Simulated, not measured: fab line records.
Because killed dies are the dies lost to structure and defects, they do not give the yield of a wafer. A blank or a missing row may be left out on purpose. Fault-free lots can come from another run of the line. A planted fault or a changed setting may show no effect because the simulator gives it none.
fab line records | flow n5Finfet
record: lots: 7 | wafers: 39
route steps=1938 shown HKMG_FIN@456 BEOL_M2@882 BEOL_M5@1112 BEOL_M6@1233 BEOL_M12@1637
startH: the number of hours between the record's first day and the start of the first shown wafer of the lot | waitH: hours since the lot's step before | " unchanged from the row above | L1.1+2: several wafers, shown together as one row | - value missing, or start not given | * or withheld: withheld | < > ~ a bound
route shown NAME@n: a module of which the file shows steps, and the number in the route of the first | usual: mean/standard deviation of fault-free wafers | same: alike in all rows | chamber/n: place in a boat | sites: per-site readings | _std_site: how widely they spread, as a standard deviation | _edge_site: the outer-site mean with the inner-site mean subtracted | radiusMm: how far each site lies from the wafer's centre | mask NAME#n: copy n | behind: the most recent tool/chamber to have shaped the wafer | hold: why the lot went on hold/how many hours it stayed there/how the hold came to an end | device: the n, p or np transistor that did not switch | end of line: the tests these same wafers got at the end of their route | for a step that has no rows: nothing shown but its recipe | killed: dies that structure and defects cost at the first sort, which is not the same as the wafer's yield | map: a wafer's dies, marking killed ones x, the rest . and places with no die _
set.NAME: the setting that was run; set.NAME@STEP: the one run at that earlier step | model.NAME: the simulator's own value behind a step, which no gauge read
lots with deliberately changed settings; one table per step, one row per wafer
== steps ==
step: N5_HKMG_FIN_ALD_21
recipe: material: TiN | targetThkA: 15 | tempC: 400 | aldPrecursorFamily: TiCl4 | aldCoReactant: NH3 | pulseTimeS: 1 | purgeTimeS: 3 | coReactantPurgeTimeS: 2 | coReactantPulseTimeS: 2 | aldCycles: 68 | pressureTorr: 3
lot.wafer        | tool        | chamber     | startH | waitH | set.aldCycles | model.TiN_of_HKMG_FIN_ALD_21.thkNm
L074.1           | aldMetal-03 | 0           | 84.20  | 0.3   | 68            | 1.4
L074.2+5         | "           | 2,3         | "      | "     | 68            | 1.6
L074.3+4+6       | "           | 1,3,2       | "      | "     | 109           | 2.4
L078.1+4+5       | aldMetal-03 | 3,2,3       | 103.11 | 0.3   | 103           | 2.2
L078.2           | "           | 1           | "      | "     | 68            | 1.4
L078.3+6         | "           | 0           | "      | "     | 68            | 1.6
L085.1+2+3+4+5+6 | aldMetal-03 | 0,2,3,3,0,2 | 144.25 | 0.3   | 68            | 1.6
L088.3+6         | aldMetal-01 | 0,2         | 166.35 | 0.1   | 68            | 1.4
L088.5           | "           | 3           | "      | "     | 68            | 1.6
L089.1+4+6       | aldMetal-03 | 0,3,1       | 168.15 | 0.3   | 68            | 1.4
L089.2+3+5       | "           | 2,1,0       | "      | "     | 103           | 2.2
L090.1+2+4       | aldMetal-04 | 0,2,1       | 173.26 | 0.3   | 68            | 1.6
L090.3+5+6       | "           | 3,0,1       | "      | "     | 29            | 0.6
L095.1+2+4       | aldMetal-03 | 2,1,0       | 204.03 | 0.3   | 68            | 1.4
L095.3+5+6       | "           | 3,0,3       | "      | "     | 68            | 1.6
step: N5_BEOL_M2_ALD_98
recipe: material: SiO2 | targetThkA: 25 | tempC: 100 | aldPrecursorFamily: BDEAS | aldCoReactant: O2-plasma | pulseTimeS: 1 | coReactantPulseTimeS: 1 | purgeTimeS: 2 | coReactantPurgeTimeS: 2 | aldCycles: 17 | pressureTorr: 2
lot.wafer      | tool      | chamber   | startH | waitH | set.aldCycles | model.SiO2_of_BEOL_M2_ALD_98.thkNm
L074.1+3+6     | aldSin-02 | 2,1,0     | 133.90 | 0.1   | 17            | 2.6
L074.2+4+5     | "         | 3,0,1     | "      | "     | 22            | 3.2
L078.1+2+3+4+5 | aldSin-03 | 1,2,3,0,0 | 158.22 | 0.2   | 17            | 2.4
L078.6         | "         | 3         | "      | "     | 17            | 2.6
L085.1+3+6     | aldSin-03 | 3,2,3     | 211.09 | 0.1   | 17            | 2.4
L085.2+4+5     | "         | 1,0,0     | "      | "     | 12            | 1.8
L088.3+5       | aldSin-03 | 0,2       | 219.85 | 1.1   | 17            | 2.6
L088.6         | "         | 3         | "      | "     | 17            | 2.4
L090.1         | aldSin-02 | 3         | 225.43 | 0.1   | 17            | 2.6
L090.2+3+4+5+6 | "         | 1,0,2,0,1 | "      | "     | 17            | 2.4
L089.1+3+6     | aldSin-02 | 0,1,1     | 225.81 | 0.1   | 25            | 3.6
L089.2+4       | "         | 2,3       | "      | "     | 17            | 2.6
L089.5         | "         | 0         | "      | "     | 17            | 2.4
L095.1+3+5     | aldSin-02 | 2,1,3     | 257.82 | 0.1   | 25            | 3.6
L095.2+6       | "         | 3,0       | "      | "     | 17            | 2.6
L095.4         | "         | 0         | "      | "     | 17            | 2.4
step: N5_BEOL_M5_ILD_DEP_00
recipe: material: SiCOH_lowk | targetThkA: 1406.4 | tempC: 300 | precursor: DEMS/porogen | pressureTorr: 5 | rfW: 500 | timeS: 25.9
lot.wafer | tool     | chamber | startH | waitH | set.timeS | model.SiCOH_lowk_of_BEOL_M5_ILD_DEP_00.thkNm
L074.1    | pecvd-03 | 1       | 163.81 | 0.8   | 16.49     | 91.4
L074.2    | "        | 0       | "      | "     | 16.49     | 89
L074.3    | "        | 2       | "      | "     | 16.49     | 89.6
L074.4    | "        | 1       | "      | "     | 25.9      | 142.4
L074.5    | "        | 0       | "      | "     | 25.9      | 141.2
L074.6    | "        | 2       | "      | "     | 25.9      | 141.6
L078.1    | pecvd-03 | 0       | 190.03 | 0.8   | 25.9      | 138
L078.2    | "        | 2       | "      | "     | 25.9      | 138.8
L078.3    | "        | 1       | "      | "     | 25.9      | 137.4
L078.4    | "        | 1       | "      | "     | 25.9      | 140.8
L078.5    | "        | 0       | "      | "     | 25.9      | 139
L078.6    | "        | 2       | "      | "     | 25.9      | 141.4
L085.1    | pecvd-03 | 0       | 239.32 | 0.8   | 25.9      | 139.6
L085.2+6  | "        | 2,1     | "      | "     | 14.89     | 81.8
L085.3    | "        | 1       | "      | "     | 14.89     | 82.6
L085.4    | "        | 0       | "      | "     | 25.9      | 140.6
L085.5    | "        | 2       | "      | "     | 25.9      | 141
L088.3    | pecvd-01 | 0       | 250.76 | 0.5   | 25.9      | 140.2
L088.5    | "        | 0       | "      | "     | 25.9      | 142.4
L088.6    | "        | 2       | "      | "     | 25.9      | 141.6
L089.1+3  | pecvd-01 | 0,2     | 261.75 | 0.8   | 25.9      | 141
L089.2    | "        | 1       | "      | "     | 25.9      | 139.4
L089.4    | "        | 0       | "      | "     | 25.9      | 142
L089.5    | "        | 2       | "      | "     | 25.9      | 142.6
L089.6    | "        | 1       | "      | "     | 25.9      | 140.8
L090.1    | pecvd-01 | 1       | 266.40 | 0.8   | 30.4      | 162
L090.2    | "        | 2       | "      | "     | 30.4      | 161.8
L090.3    | "        | 0       | "      | "     | 30.4      | 162.4
L090.4    | "        | 2       | "      | "     | 25.9      | 142.8
L090.5    | "        | 1       | "      | "     | 25.9      | 140.6
L090.6    | "        | 0       | "      | "     | 25.9      | 142.2
L095.1    | pecvd-01 | 0       | 301.59 | 0.8   | 25.9      | 139.4
L095.2    | "        | 2       | "      | "     | 19.6      | 107
L095.3    | "        | 2       | "      | "     | 19.6      | 107.2
L095.4    | "        | 0       | "      | "     | 25.9      | 141.2
L095.5    | "        | 2       | "      | "     | 25.9      | 141
L095.6    | "        | 0       | "      | "     | 19.6      | 108.8
step: N5_BEOL_M5_CURE_79
recipe: tempC: 385 | timeS: 240 | ambient: He/Ar | material: SiCOH_lowk
lot.wafer | tool      | chamber | startH | waitH | set.timeS@BEOL_M5_ILD_DEP_00 | model.SiCOH_lowk_of_BEOL_M5_ILD_DEP_00.thkNm
L074.1    | uvCure-03 | 1       | 163.87 | 0.0   | 16.49                        | 78.4
L074.2    | "         | 1       | "      | "     | 16.49                        | 76.4
L074.3    | "         | 1       | "      | "     | 16.49                        | 76.8
L074.4    | "         | 1       | "      | "     | 25.9                         | 122.6
L074.5    | "         | 1       | "      | "     | 25.9                         | 121.4
L074.6    | "         | 1       | "      | "     | 25.9                         | 121.8
L078.1    | uvCure-03 | 2       | 190.09 | 0.0   | 25.9                         | 118.6
L078.2    | "         | 2       | "      | "     | 25.9                         | 119.4
L078.3    | "         | 2       | "      | "     | 25.9                         | 118.2
L078.4    | "         | 2       | "      | "     | 25.9                         | 121
L078.5    | "         | 2       | "      | "     | 25.9                         | 119.6
L078.6    | "         | 2       | "      | "     | 25.9                         | 121.6
L085.1    | uvCure-01 | 2       | 239.38 | 0.0   | 25.9                         | 120.2
L085.2+6  | "         | 2       | "      | "     | 14.89                        | 70.2
L085.3    | "         | 2       | "      | "     | 14.89                        | 70.8
L085.4    | "         | 2       | "      | "     | 25.9                         | 121
L085.5    | "         | 2       | "      | "     | 25.9                         | 121.2
L088.3    | uvCure-02 | 0       | 250.98 | 0.2   | 25.9                         | 120.6
L088.5    | "         | 0       | "      | "     | 25.9                         | 122.4
L088.6    | "         | 0       | "      | "     | 25.9                         | 121.8
L089.1    | uvCure-03 | 1       | 261.81 | 0.0   | 25.9                         | 121.4
L089.2    | "         | 1       | "      | "     | 25.9                         | 120
L089.3+6  | "         | 1       | "      | "     | 25.9                         | 121.2
L089.4    | "         | 1       | "      | "     | 25.9                         | 122.2
L089.5    | "         | 1       | "      | "     | 25.9                         | 122.8
L090.1+2  | uvCure-03 | 2       | 266.46 | 0.0   | 30.4                         | 139.4
L090.3    | "         | 2       | "      | "     | 30.4                         | 139.8
L090.4    | "         | 2       | "      | "     | 25.9                         | 122.8
L090.5    | "         | 2       | "      | "     | 25.9                         | 121
L090.6    | "         | 2       | "      | "     | 25.9                         | 122.4
L095.1    | uvCure-02 | 1       | 301.67 | 0.1   | 25.9                         | 119.8
L095.2+3  | "         | 1       | "      | "     | 19.6                         | 92
L095.4+5  | "         | 1       | "      | "     | 25.9                         | 121.4
L095.6    | "         | 1       | "      | "     | 19.6                         | 93.4
step: N5_BEOL_M5_THK_MEAS_01
recipe: reads: SiCOH_lowk_of_BEOL_M5_ILD_DEP_00
usual: M5_ILD_THK: 121.2/1.3
lot.wafer | tool         | chamber | startH | waitH | set.timeS@BEOL_M5_ILD_DEP_00 | M5_ILD_THK[nm]
L074.1    | filmMetro-01 | -       | 164.86 | 0.8   | 16.49                        | 78.3
L074.2    | "            | -       | "      | "     | 16.49                        | 76.3
L074.3    | "            | -       | "      | "     | 16.49                        | 76.8
L074.4    | "            | -       | "      | "     | 25.9                         | 122.4
L074.5    | "            | -       | "      | "     | 25.9                         | 121.4
L074.6    | "            | -       | "      | "     | 25.9                         | 121.8
L078.1    | filmMetro-01 | -       | 190.60 | 0.4   | 25.9                         | 118.7
L078.2    | "            | -       | "      | "     | 25.9                         | 119.4
L078.3    | "            | -       | "      | "     | 25.9                         | 118.3
L078.4    | "            | -       | "      | "     | 25.9                         | 121.1
L078.5    | "            | -       | "      | "     | 25.9                         | 119.6
L078.6    | "            | -       | "      | "     | 25.9                         | 121.5
L085.1    | filmMetro-01 | -       | 239.90 | 0.4   | 25.9                         | 120.1
L085.2    | "            | -       | "      | "     | 14.89                        | 70.2
L085.3    | "            | -       | "      | "     | 14.89                        | 70.8
L085.4    | "            | -       | "      | "     | 25.9                         | 121.1
L085.5    | "            | -       | "      | "     | 25.9                         | 121.3
L085.6    | "            | -       | "      | "     | 14.89                        | 70.2
L088.3    | filmMetro-02 | -       | 251.34 | 0.3   | 25.9                         | 120.7
L088.5    | "            | -       | "      | "     | 25.9                         | 122.4
L088.6    | "            | -       | "      | "     | 25.9                         | 121.8
L089.1    | filmMetro-02 | -       | 262.32 | 0.4   | 25.9                         | 121.3
L089.2    | "            | -       | "      | "     | 25.9                         | 120.0
L089.3    | "            | -       | "      | "     | 25.9                         | 121.2
L089.4    | "            | -       | "      | "     | 25.9                         | 122.3
L089.5    | "            | -       | "      | "     | 25.9                         | 122.7
L089.6    | "            | -       | "      | "     | 25.9                         | 121.2
L090.1    | filmMetro-02 | -       | 266.98 | 0.4   | 30.4                         | 139.4
L090.2    | "            | -       | "      | "     | 30.4                         | 139.3
L090.3    | "            | -       | "      | "     | 30.4                         | 139.9
L090.4    | "            | -       | "      | "     | 25.9                         | 122.8
L090.5    | "            | -       | "      | "     | 25.9                         | 121.0
L090.6    | "            | -       | "      | "     | 25.9                         | 122.3
L095.1    | filmMetro-01 | -       | 302.19 | 0.4   | 25.9                         | 119.9
L095.2    | "            | -       | "      | "     | 19.6                         | 91.9
L095.3    | "            | -       | "      | "     | 19.6                         | 92.0
L095.4    | "            | -       | "      | "     | 25.9                         | 121.5
L095.5    | "            | -       | "      | "     | 25.9                         | 121.3
L095.6    | "            | -       | "      | "     | 19.6                         | 93.4
step: N5_BEOL_M6_ETCH_66
recipe: chemistry: N2/H2 | target: SOC | targetDepthA: 800 | overetchA: 160 | maskMaterial: SiARC | tempC: 40 | timeS: 120 | ionEnergyEv: 200 | pressureMtorr: 30 | sourceW: 840 | biasW: 150 | n2FlowSccm: 200 | h2FlowSccm: 200
lot.wafer  | tool       | chamber | startH | waitH | set.targetDepthA | model.SiARC_of_BEOL_M6_COAT_64.thkNm | model.BEOL_M6.cdNm
L074.1     | rieDiel-06 | 2       | 182.91 | 0.0   | 800              | 6.4                                  | 40
L074.2+4   | "          | 0,3     | "      | "     | 1034             | 5.2                                  | 41
L074.3     | "          | 3       | "      | "     | 1034             | 5.2                                  | 40.6
L074.5     | "          | 0       | "      | "     | 800              | 6.6                                  | 40.2
L074.6     | "          | 2       | "      | "     | 800              | 6.4                                  | 40.2
L078.1+3+4 | rieDiel-04 | 3,2,1   | 208.77 | 0.0   | 800              | 6.2                                  | 39.8
L078.2+6   | "          | 0,1     | "      | "     | 800              | 6.2                                  | 40
L078.5     | "          | 0       | "      | "     | 800              | 6.4                                  | 39.8
L085.1     | rieDiel-04 | 3       | 254.17 | 0.0   | 1280             | 3.4                                  | 41.2
L085.2     | "          | 2       | "      | "     | 800              | 6.4                                  | 40.2
L085.3     | "          | 1       | "      | "     | 800              | 6.4                                  | 39.8
L085.4     | "          | 0       | "      | "     | 800              | 6.2                                  | 40
L085.5     | "          | 2       | "      | "     | 1280             | 3.4                                  | 41
L085.6     | "          | 3       | "      | "     | 1280             | 3.4                                  | 41.4
L088.3     | rieDiel-06 | 3       | 267.74 | 0.0   | 800              | 6.2                                  | 40
L088.5     | "          | 3       | "      | "     | 800              | 6.2                                  | 40.2
L088.6     | "          | 2       | "      | "     | 800              | 6.4                                  | 40.2
L089.1     | rieDiel-05 | 3       | 277.35 | 0.0   | 1165             | 4.2                                  | 40.8
L089.2+3   | "          | 0,2     | "      | "     | 1165             | 4.4                                  | 40.6
L089.4+5   | "          | 1,0     | "      | "     | 800              | 6.6                                  | 39.8
L089.6     | "          | 1       | "      | "     | 800              | 6.4                                  | 40
L090.1+2+6 | rieDiel-05 | 1,2,3   | 282.13 | 0.0   | 800              | 6.4                                  | 40
L090.3     | "          | 0       | "      | "     | 1146             | 4.6                                  | 40.8
L090.4     | "          | 3       | "      | "     | 1146             | 4.4                                  | 40.8
L090.5     | "          | 2       | "      | "     | 1146             | 4.4                                  | 41
L095.1     | rieDiel-06 | 3       | 319.97 | 0.0   | 1050             | 4.8                                  | 40.8
L095.2     | "          | 1       | "      | "     | 1050             | 5.2                                  | 40.8
L095.3+5+6 | "          | 0,0,1   | "      | "     | 800              | 6.6                                  | 40.2
L095.4     | "          | 2       | "      | "     | 1050             | 5                                    | 40.6
step: N5_BEOL_M12_ETCH_68
recipe: chemistry: N2/H2 | target: SOC | maskMaterial: SiARC | sourceW: 3000 | biasW: 350 | tempC: 40 | timeS: 285 | ionEnergyEv: 200 | pressureMtorr: 30 | n2FlowSccm: 200 | h2FlowSccm: 200
lot.wafer    | tool       | chamber | startH | waitH | set.targetDepthA | model.SiARC_of_BEOL_M12_COAT_66.thkNm
L074.1+6     | rieDiel-04 | 1,0     | 234.93 | 0.1   | 5700             | 86.4
L074.2       | "          | 0       | "      | "     | 5700             | 86
L074.3+4     | "          | 3,2     | "      | "     | 5700             | 85.8
L074.5       | "          | 3       | "      | "     | 5700             | 85.6
L078.1       | rieDiel-04 | 1       | 255.22 | 0.1   | 2910             | 97.6
L078.2       | "          | 0       | "      | "     | 5700             | 85.8
L078.3+4     | "          | 3,2     | "      | "     | 2910             | 97.4
L078.5       | "          | 2       | "      | "     | 5700             | 85.6
L078.6       | "          | 3       | "      | "     | 5700             | 85.2
L085.1       | rieDiel-05 | 1       | 299.63 | 0.1   | 5700             | 85.8
L085.2+3+5+6 | "          | 0,2,0,1 | "      | "     | 5700             | 86
L085.4       | "          | 3       | "      | "     | 5700             | 85.6
L088.3       | rieDiel-04 | 3       | 315.76 | 0.1   | 5700             | 85.6
L088.5+6     | "          | 1,2     | "      | "     | 5700             | 85.8
L089.1       | rieDiel-06 | 1       | 324.44 | 0.1   | 5700             | 86
L089.2+6     | "          | 0       | "      | "     | 5700             | 85.6
L089.3       | "          | 3       | "      | "     | 5700             | 85.2
L089.4       | "          | 2       | "      | "     | 5700             | 86.2
L089.5       | "          | 1       | "      | "     | 5700             | 85.8
L090.1       | rieDiel-05 | 2       | 335.31 | 0.1   | 5700             | 85.4
L090.2       | "          | 0       | "      | "     | 6861             | 81
L090.3       | "          | 3       | "      | "     | 6861             | 80.8
L090.4       | "          | 1       | "      | "     | 6861             | 81.6
L090.5       | "          | 2       | "      | "     | 5700             | 85.6
L090.6       | "          | 1       | "      | "     | 5700             | 85.8
L095.1       | rieDiel-04 | 3       | 365.07 | 0.1   | 6564             | 82
L095.2       | "          | 1       | "      | "     | 6564             | 82.8
L095.3       | "          | 2       | "      | "     | 5700             | 85.8
L095.4       | "          | 1       | "      | "     | 5700             | 86
L095.5       | "          | 2       | "      | "     | 5700             | 85.6
L095.6       | "          | 3       | "      | "     | 6564             | 81.6
== key ==
split: step: N5_HKMG_FIN_ALD_21 | setting: aldCycles | stated: 68 | by: wafer
response: step: N5_HKMG_FIN_ALD_21 | reading: model.TiN_of_HKMG_FIN_ALD_21.thkNm | change: +0.0151 | per: 1% | r: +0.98
split: step: N5_BEOL_M2_ALD_98 | setting: aldCycles | stated: 17 | by: wafer
response: step: N5_BEOL_M2_ALD_98 | reading: model.SiO2_of_BEOL_M2_ALD_98.thkNm | change: +0.022 | per: 1% | r: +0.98
split: step: N5_BEOL_M5_ILD_DEP_00 | setting: timeS | stated: 25.9 | by: wafer
response: step: N5_BEOL_M5_ILD_DEP_00 | reading: model.SiCOH_lowk_of_BEOL_M5_ILD_DEP_00.thkNm | change: +1.37 | per: 1% | r: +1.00
response: step: N5_BEOL_M5_CURE_79 | reading: model.SiCOH_lowk_of_BEOL_M5_ILD_DEP_00.thkNm | change: +1.18 | per: 1% | r: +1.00
response: step: N5_BEOL_M5_THK_MEAS_01 | reading: M5_ILD_THK | change: +1.18 | per: 1% | r: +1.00
split: step: N5_BEOL_M6_ETCH_66 | setting: targetDepthA | stated: 800 | by: wafer
response: step: N5_BEOL_M6_ETCH_66 | reading: model.SiARC_of_BEOL_M6_COAT_64.thkNm | change: -0.0476 | per: 1% | r: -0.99
response: step: N5_BEOL_M6_ETCH_66 | reading: model.BEOL_M6.cdNm | change: +0.0196 | per: 1% | r: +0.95
split: step: N5_BEOL_M12_ETCH_68 | setting: targetDepthA | stated: 5700 | by: wafer
response: step: N5_BEOL_M12_ETCH_68 | reading: model.SiARC_of_BEOL_M12_COAT_66.thkNm | change: -0.24 | per: 1% | r: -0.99
